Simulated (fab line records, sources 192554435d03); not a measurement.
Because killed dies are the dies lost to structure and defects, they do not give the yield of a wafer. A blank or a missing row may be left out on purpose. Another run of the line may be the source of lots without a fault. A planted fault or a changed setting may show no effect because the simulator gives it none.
fab line records	flow n5_finfet
record: lots: 7	wafers: 21	last_day: 16
route steps=1938 shown BEOL_M0@734 BEOL_M4@1111 PASSIVATION@1936
lots untouched by any fault: they come from a run of this same line in which no faults occurred
start_h: the number of hours between the record's first day and the start of the first shown wafer of the lot	wait_h: how many hours have passed since the lot's step before this one	" unchanged from the row above	L1.1+2: several wafers, shown together as one row	- value missing, or start not given	* or withheld: withheld	< > ~ a bound
route shown NAME@n: names a module that has steps shown in the file, with the first one's number in the route	usual: mean/standard deviation of fault-free wafers	same: alike in all rows	chamber/n: place in a boat	sites: the reading at each site	_std_site: standard deviation of those values	_edge_site: mean of outer sites minus mean of inner sites	radius_mm: how far each site lies from the wafer's centre	mask NAME#n: copy n	behind: the last tool/chamber to shape the wafer	hold: why the lot went on hold/how many hours it stayed there/how the hold came to an end	device: names the non-switching transistor (n, p or np)	end of line: tests of these same wafers at the route's end	a step given without rows: its recipe and nothing more	killed: dies that structure and defects cost at the first sort, which is not the same as the wafer's yield	map: the dies of a wafer, with x for killed, . for not killed, _ for no die there
set.NAME: the run value of the setting; set.NAME@STEP: its run value at that earlier step	model.NAME: the simulator's own value behind a step, which no gauge read
lots at selected steps of the route; one table per step, one row per wafer
services: from which hour (start_h, from the record's first day; less than 0 if before it) a tool's chamber was out of use, for how many hours, and why
== steps ==
step: N5_BEOL_M0_SPUTTER_116
recipe: material: Cu	target_thk_a: 40	temp_c: -20	chamber_pressure_pa: 0.07	power_w: withheld	time_s: 7.37
usual: substrate_temp_c: -20.02/0.1	throttle_valve_pct: 29.8/0.83
lot.wafer	tool	chamber	start_h	wait_h	substrate_temp_c	throttle_valve_pct
L251.2	pvd_sputter-01	-	115.83	0.1	-19.88	30.5
L251.3	"	-	"	"	-20.01	29.4
L251.6	"	-	"	"	-20.04	29.7
L259.1	pvd_sputter-02	-	170.52	0.2	-20.09	31.3
L259.3	"	-	"	"	-20.04	29.3
L259.5	"	-	"	"	-20.01	29.1
L260.4	pvd_sputter-01	-	172.82	0.0	-20.07	29.3
L260.5	"	-	"	"	-19.97	29.4
L260.6	"	-	"	"	-19.99	30.8
L261.1	pvd_sputter-02	-	180.16	0.1	-20.06	28.4
L261.3	"	-	"	"	-19.92	29.9
L261.6	"	-	"	"	-19.94	29.1
L268.1	pvd_sputter-03	-	220.42	0.1	-20.17	29.2
L268.3	"	-	"	"	-20.07	30.4
L268.4	"	-	"	"	-20.17	29.6
L269.3	pvd_sputter-02	-	231.52	0.2	-20.20	31.3
L269.5	"	-	"	"	-20.09	30.1
L269.6	"	-	"	"	-20.06	29.3
L270.2	pvd_sputter-03	-	232.22	0.1	-19.89	29.5
L270.5	"	-	"	"	-19.95	29.4
L270.6	"	-	"	"	-20.07	29.0
step: N5_BEOL_M0_ANNEAL_117
recipe: temp_c: 400	time_s: 60	ambient: vacuum
step: N5_BEOL_M0_SPUTTER_132
recipe: material: Cu	target_thk_a: 40	temp_c: -20	chamber_pressure_pa: 0.07	power_w: withheld	time_s: 7.37
usual: substrate_temp_c: -20.02/0.1	throttle_valve_pct: 29.8/0.84
lot.wafer	tool	chamber	start_h	wait_h	substrate_temp_c	throttle_valve_pct
L251.2	pvd_sputter-01	-	115.95	0.0	-20.16	30.3
L251.3	"	-	"	"	-19.87	29.3
L251.6	"	-	"	"	-20.02	29.5
L259.1	pvd_sputter-02	-	170.64	0.0	-20.02	31.6
L259.3	"	-	"	"	-20.05	29.2
L259.5	"	-	"	"	-20.10	28.8
L260.4	pvd_sputter-01	-	172.94	0.0	-20.04	29.3
L260.5	"	-	"	"	-19.98	29.5
L260.6	"	-	"	"	-20.02	30.8
L261.1	pvd_sputter-02	-	180.28	0.0	-19.98	28.5
L261.3	"	-	"	"	-20.17	29.7
L261.6	"	-	"	"	-20.11	29.0
L268.1	pvd_sputter-03	-	220.54	0.0	-19.98	29.1
L268.3	"	-	"	"	-19.89	30.5
L268.4	"	-	"	"	-20.03	29.5
L269.3	pvd_sputter-02	-	231.64	0.0	-19.90	31.1
L269.5	"	-	"	"	-20.00	29.7
L269.6	"	-	"	"	-20.06	29.2
L270.2	pvd_sputter-03	-	232.34	0.0	-19.96	29.4
L270.5	"	-	"	"	-20.01	29.3
L270.6	"	-	"	"	-19.94	29.0
step: N5_BEOL_M0_ANNEAL_133
recipe: temp_c: 400	time_s: 60	ambient: vacuum
step: N5_BEOL_M0_SPUTTER_134
recipe: material: Cu	target_thk_a: 40	temp_c: -20	chamber_pressure_pa: 0.07	power_w: withheld	time_s: 7.37
step: N5_BEOL_M0_ANNEAL_135
recipe: temp_c: 400	time_s: 60	ambient: vacuum
usual: heater_power_w: 868/80
lot.wafer	tool	chamber	start_h	wait_h	heater_power_w
L251.2	pvd_sputter-01	-	116.15	0.0	866
L251.3	"	-	"	"	834
L251.6	"	-	"	"	807
L259.1	pvd_sputter-02	-	170.84	0.0	1017
L259.3	"	-	"	"	820
L259.5	"	-	"	"	818
L260.4	pvd_sputter-01	-	173.14	0.0	819
L260.5	"	-	"	"	819
L260.6	"	-	"	"	892
L261.1	pvd_sputter-02	-	180.48	0.0	833
L261.3	"	-	"	"	908
L261.6	"	-	"	"	813
L268.1	pvd_sputter-03	-	220.74	0.0	871
L268.3	"	-	"	"	753
L268.4	"	-	"	"	849
L269.3	pvd_sputter-02	-	231.84	0.0	1043
L269.5	"	-	"	"	923
L269.6	"	-	"	"	792
L270.2	pvd_sputter-03	-	232.54	0.0	881
L270.5	"	-	"	"	755
L270.6	"	-	"	"	861
step: N5_BEOL_M0_SPUTTER_141
recipe: material: Cu	target_thk_a: 40	temp_c: -20	chamber_pressure_pa: 0.07	power_w: withheld	time_s: 7.37
step: N5_BEOL_M0_ECD_118
recipe: material: Cu	target_thk_a: 3000
step: N5_BEOL_M0_ANNEAL_119
recipe: temp_c: 225	time_s: 90	ambient: N2
step: N5_BEOL_M0_CMP_120
recipe: stop_on: SiOC	t_overpolish_s: 6.9	down_force_psi: 1	platen_rpm: 50	clearing_platen_down_force_psi: 1.5	clearing_platen_rpm: 50	post_cmp_clean: cu_alkaline	clearing_platen_pad_velocity_m_s: 0.99484	pad_velocity_m_s: 0.99484
usual: barrier_field_endpoint_s: 3.64/0.13	motor_current_A: 6.0/0.78	overpolish_run_s: 6.900/0.0089	pad_life_wafers: 1033/710	slurry_flow_ml_min: 150.0/0.4	time_to_endpoint_s: 63/3
lot.wafer	tool	chamber	start_h	wait_h	barrier_field_endpoint_s	motor_current_A	overpolish_run_s	pad_life_wafers	slurry_flow_ml_min	time_to_endpoint_s
L251.3	cmp-03	3	117.39	0.2	3.53	7.2	6.912	1549	149.6	61
L251.2	"	0	"	"	3.61	6.3	6.900	1550	150.5	60
L251.6	"	2	"	"	3.59	5.8	6.905	-	149.9	64
L259.3	cmp-03	3	174.22	0.2	3.65	7.4	6.905	2016	150.4	58
L259.1	"	2	"	"	3.63	5.9	6.911	2019	150.1	61
L259.5	"	0	"	"	3.55	6.2	6.916	-	150.2	62
L260.4	cmp-02	3	176.55	0.2	3.59	5.8	6.912	1406	150.6	65
L260.5	"	1	"	"	3.97	5.1	6.888	-	149.9	68
L260.6	"	2	"	"	3.61	5.5	6.897	-	150.2	65
L261.1	cmp-03	0	185.61	0.3	3.68	6.4	6.888	42	150.3	61
L261.3	"	2	"	"	3.75	5.8	6.903	44	150.0	60
L261.6	"	1	"	"	3.65	5.6	6.906	-	149.6	63
L268.4	cmp-02	3	225.19	0.1	3.83	5.7	6.917	1764	150.4	66
L268.3	"	1	"	"	3.81	4.9	6.905	1766	149.8	70
L268.1	"	2	"	"	3.60	5.6	6.905	1767	150.2	64
L269.3	cmp-02	1	235.13	0.2	3.77	5.1	6.925	1836	150.1	66
L269.5	"	1	"	"	3.88	5.0	6.909	-	149.8	68
L269.6	"	2	"	"	3.77	5.5	6.895	-	150.1	64
L270.2	cmp-04	3	235.99	0.3	3.55	5.1	6.904	750	150.2	64
L270.5	"	3	"	"	3.61	5.2	6.914	-	150.4	64
L270.6	"	0	"	"	3.80	7.4	6.898	-	149.1	67
step: N5_BEOL_M0_PRE_CLEAN_131
recipe: gas: NH3/H2	time_s: 15	temp_c: *	rf_power_w: 300
usual: heater_power_w: 88/21	rf_fwd_power_W: 296.8/1.2
lot.wafer	tool	chamber	start_h	wait_h	heater_power_w	rf_fwd_power_W	since_wet_clean_h
L251.2	cvd_co-01	2	117.69	0.0	62	294.5	200
L251.3	"	1	"	"	77	297.9	1096
L251.6	"	0	"	"	78	296.9	-
L259.1	cvd_co-01	1	174.56	0.0	76	299.2	1153
L259.3	"	2	"	"	62	295.2	257
L259.5	"	0	"	"	78	295.0	-
L260.4	cvd_co-01	0	176.82	0.1	79	296.0	-
L260.5	"	1	"	"	74	298.8	-
L260.6	"	2	"	"	62	295.4	-
L261.1	cvd_co-01	1	185.94	0.0	76	299.2	1165
L261.3	"	0	"	"	78	294.2	727
L261.6	"	0	"	"	80	295.8	-
L268.1	cvd_co-01	0	225.52	0.0	78	296.5	767
L268.3	"	1	"	"	76	298.4	1204
L268.4	"	0	"	"	78	295.4	-
L269.3	cvd_co-02	2	235.46	0.0	78	297.6	536
L269.5	"	1	"	"	114	296.8	-
L269.6	"	0	"	"	116	297.2	-
L270.2	cvd_co-01	1	236.32	0.0	77	299.5	1215
L270.5	"	0	"	"	80	295.9	-
L270.6	"	2	"	"	63	294.2	-
step: N5_BEOL_M0_CO_CAP_123
recipe: material: Co	target_thk_a: 20	temp_c: 200	precursor: CCTBA/H2	pressure_torr: 30	time_s: 102.1
usual: chamber_pressure_Torr: 30.01/0.062	heater_power_outer_w: 124/9.8	heater_power_w: 241/27
lot.wafer	tool	chamber	start_h	wait_h	chamber_pressure_Torr	heater_power_outer_w	heater_power_w	since_wet_clean_h
L251.2	cvd_co-01	2	117.73	0.0	30.06	111	208	200
L251.3	"	1	"	"	30.04	122	226	1096
L251.6	"	0	"	"	29.92	126	226	-
L259.1	cvd_co-01	1	174.60	0.0	-	-	-	-
L259.3	"	2	"	"	-	-	-	-
L259.5	"	0	"	"	-	-	-	-
L260.4	cvd_co-01	0	176.88	0.0	-	-	-	-
L260.5	"	1	"	"	-	-	-	-
L260.6	"	2	"	"	-	-	-	-
L261.1	cvd_co-01	1	185.98	0.0	-	-	-	-
L261.3	"	0	"	"	-	-	-	-
L261.6	"	0	"	"	-	-	-	-
L268.1	cvd_co-01	0	225.56	0.0	30.00	123	230	767
L268.3	"	1	"	"	29.97	124	225	1204
L268.4	"	0	"	"	29.99	125	233	-
L269.3	cvd_co-02	2	235.50	0.0	30.01	116	223	536
L269.5	"	1	"	"	30.01	131	267	-
L269.6	"	0	"	"	29.96	137	272	-
L270.2	cvd_co-01	1	236.36	0.0	29.98	127	223	1215
L270.5	"	0	"	"	30.08	125	232	-
L270.6	"	2	"	"	29.98	112	204	-
step: N5_BEOL_M0_PRE_CLEAN_124
recipe: gas: NH3	time_s: 15	temp_c: withheld	rf_power_w: 300
step: N5_BEOL_M4_RC_MEAS_101
usual: DIBL_N: 35.7/1.3	DIBL_P: 35.4/1.8	IOFF_N: 0.152/0.027	IOFF_P: 0.20/0.034	ION_N: 672/9.8	ION_P: 461/7.5	SS_N: 71.4/0.55	SS_P: 73.1/0.61	VT_N: 251/3.3	VT_P: -251/3.6
lot.wafer	tool	chamber	start_h	wait_h	DIBL_N[mV/V]	DIBL_P[mV/V]	IOFF_N[nA/um]	IOFF_P[nA/um]	ION_N[uA/um]	ION_P[uA/um]	SS_N[mV/dec]	SS_P[mV/dec]	VT_N[mV]	VT_P[mV]
L251.2	prober-02	0	162.89	0.2	34.8	37.0	0.161	0.23	683	471	71.2	73.2	247	-247
L251.3	"	0	"	"	36.3	38.8	0.196	0.26	688	473	71.1	73.5	245	-245
L251.6	"	0	"	"	35.8	38.0	0.179	0.25	684	472	71.4	73.3	246	-246
L259.1	prober-02	0	218.32	0.4	34.5	33.5	0.130	0.18	682	465	71.4	72.8	254	-254
L259.3	"	0	"	"	35.4	34.2	0.139	0.19	668	459	71.7	73.3	254	-248
L259.5	"	0	"	"	33.3	31.3	0.104	0.15	652	453	72.0	71.6	258	-254
L260.4	prober-02	0	219.71	0.8	34.9	33.3	0.118	0.18	669	458	70.9	72.5	255	-251
L260.5	"	0	"	"	36.4	35.8	0.147	0.21	677	464	71.2	73.4	253	-249
L260.6	"	0	"	"	36.7	35.9	0.145	0.21	673	462	71.8	72.8	249	-249
L261.1	prober-02	0	227.18	0.0	34.9	35.1	0.131	0.21	669	466	71.2	72.8	254	-249
L261.3	"	0	"	"	35.9	35.8	0.152	0.23	679	469	71.6	73.3	249	-249
L261.6	"	0	"	"	35.6	36.1	0.142	0.23	666	471	71.6	73.7	252	-247
L270.2	prober-01	0	275.59	0.2	36.0	35.4	0.157	0.20	685	462	71.1	72.8	249	-251
L270.5	"	0	"	"	35.7	35.3	0.148	0.20	678	469	71.1	72.9	250	-249
L270.6	"	0	"	"	36.7	36.2	0.167	0.21	680	463	72.1	73.5	251	-251
L268.1	prober-01	0	278.95	0.0	34.8	32.8	0.136	0.18	670	458	71.3	72.6	252	-252
L268.3	"	0	"	"	34.5	33.8	0.143	0.19	681	463	71.1	73.5	252	-250
L268.4	"	0	"	"	33.6	31.4	0.121	0.16	662	456	70.7	73.1	252	-250
L269.3	prober-02	0	280.97	0.3	36.0	35.6	0.147	0.22	670	469	70.9	72.6	251	-246
L269.5	"	0	"	"	35.9	35.6	0.153	0.23	679	468	71.2	74.3	247	-249
L269.6	"	0	"	"	37.2	36.6	0.167	0.25	683	472	72.2	73.5	251	-245
step: N5_PASSIVATION_PROBE_49
usual: defect_limited_yield: 91.5/1.3	killed_at_M0_to_M3: 33/11	killed_at_M4_up: 14/5.3	killed_at_contacts: 11/6.3	killed_at_front_end: 38/10	killed_at_other: 3.7/2.8	killed_dies: 101/16	killed_open: 67/12	killed_short: 32/7.4	sort_bin_5_function: 5.0/0.86	sort_bin_6_memory: 3.2/0.69	sort_n_pass: 1079/16	sort_yield_pct: 91.5/1.3
same: gross_dies: 1180	killed_at_back_side: 0	sort_bin_4_leakage[%]: 0	sort_bin_8_speed[%]: 0
lot.wafer	tool	chamber	start_h	wait_h	defect_limited_yield[%]	killed_at_M0_to_M3	killed_at_M4_up	killed_at_contacts	killed_at_front_end	killed_at_other	killed_dies	killed_open	killed_short	sort_bin_5_function[%]	sort_bin_6_memory[%]	sort_n_pass	sort_yield_pct[%]
L251.2	prober-01	-	273.77	0.1	91.4	28	18	12	40	3	101	71	30	5.8	2.6	1079	91.4
L251.3	prober-01	-	273.82	0.1	89.4	44	21	13	43	4	125	83	42	6.0	4.6	1055	89.4
L251.6	prober-01	-	273.97	0.3	90.4	41	12	13	42	5	113	72	41	5.8	3.4	1067	90.4
L260.4	prober-02	-	312.28	0.2	89.2	47	10	15	47	8	127	87	38	5.9	4.2	1053	89.2
L260.5	prober-02	-	312.33	0.2	91.4	40	12	7	36	7	102	67	32	5.5	2.5	1078	91.4
L260.6	prober-02	-	312.38	0.3	89.5	40	10	17	47	10	124	82	40	5.4	4.7	1056	89.5
killed by level:class
L251.2 FIN_SAQP:geometric_particle:open=15 FIN_SAQP:geometric_particle:short=11 MOL_CONTACT_COAG:geometric_particle:open=11 BEOL_M2:geometric_particle:open=8 BEOL_M4:geometric_particle:open=7 BEOL_M0_SAQP:geometric_particle:short=5 DUMMY_GATE:geometric_particle:open=4 BEOL_M0_SAQP:geometric_particle:open=4
L251.3 FIN_SAQP:geometric_particle:short=12 MOL_CONTACT_COAG:geometric_particle:open=12 BEOL_M0_SAQP:geometric_particle:open=11 BEOL_M1:geometric_particle:open=11 BEOL_M4:geometric_particle:open=11 FIN_SAQP:geometric_particle:open=9 BEOL_M0_SAQP:geometric_particle:short=9 STI_FIN_REVEAL:geometric_particle:open=4
L251.6 FIN_SAQP:geometric_particle:open=13 BEOL_M0_SAQP:geometric_particle:short=13 MOL_CONTACT_COAG:geometric_particle:open=9 BEOL_M2:geometric_particle:open=8 BEOL_M0_SAQP:geometric_particle:open=7 FIN_SAQP:geometric_particle:short=6 DUMMY_GATE:geometric_particle:open=6 BEOL_M1:geometric_particle:open=6
L260.4 STI_FIN_REVEAL:geometric_particle:open=18 BEOL_M0_SAQP:geometric_particle:open=14 MOL_CONTACT_COAG:geometric_particle:open=12 BEOL_M0_SAQP:geometric_particle:short=12 BEOL_M3:geometric_particle:open=11 FIN_SAQP:geometric_particle:open=9 MIM_TOP_ETCH:geometric_particle:open=6 STARTING-WAFER:geometric_particle:open=5
L260.5 BEOL_M3:geometric_particle:open=13 BEOL_M2:geometric_particle:open=8 FIN_SAQP:geometric_particle:open=7 BEOL_M0_SAQP:geometric_particle:short=7 BEOL_M1:geometric_particle:open=7 DUMMY_GATE:geometric_particle:open=6 STI_FIN_REVEAL:geometric_particle:open=6 FIN_SAQP:geometric_particle:short=5
L260.6 FIN_SAQP:geometric_particle:open=14 MOL_CONTACT_COAG:geometric_particle:open=14 BEOL_M3:geometric_particle:open=14 FIN_SAQP:geometric_particle:short=9 BEOL_M4:geometric_particle:open=7 BEOL_M1:geometric_particle:open=6 BEOL_M2:geometric_particle:open=6 STI_FIN_REVEAL:geometric_particle:open=5
== services ==
tool	chamber	start_h	hours	kind
cmp-04	-	100.54	4.1	pm
cmp-04	-	106.85	0.5	repair
cvd_co-02	1	114.67	-	clean
cvd_co-02	1	114.67	22.0	scheduled_down
cvd_co-02	1	114.67	22.0	vent_cycle
cvd_co-01	-	122.50	0.8	repair
cmp-04	-	134.00	4.0	pm
cmp-04	-	138.00	-	consumable_replace:conditioner
cmp-04	-	138.00	-	consumable_replace:pad
cvd_co-01	-	153.72	6.9	pm
cmp-03	-	158.01	2.5	repair
cmp-02	-	163.29	4.1	repair
cvd_co-02	-	168.66	0.6	repair
cmp-03	-	175.35	4.0	pm
cmp-03	-	179.35	-	consumable_replace:conditioner
cmp-03	-	179.35	-	consumable_replace:pad
cvd_co-01	2	189.17	15.3	repair
cmp-02	-	198.41	1.0	repair
cmp-04	-	203.01	6.4	repair
cvd_co-01	1	205.77	4.3	repair
cvd_co-01	0	208.60	9.6	repair
cvd_co-02	-	227.63	6.0	pm
== key ==
first_sign: step: N5_BEOL_M0_CO_CAP_123	reading: tool_record	direction: missing
effect none on later readings
met_at N5_BEOL_M0_CO_CAP_123
struck_wafers L259.1,L259.3,L259.5,L260.4,L260.5,L260.6,L261.1,L261.3,L261.6
onset_between 117.73 174.60
fault: kind: skipped_step_whole	tool: cvd_co-01	chamber: -	onset_h: 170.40	steps: N5_BEOL_M0_CO_CAP_123	scope: struck_lots_only
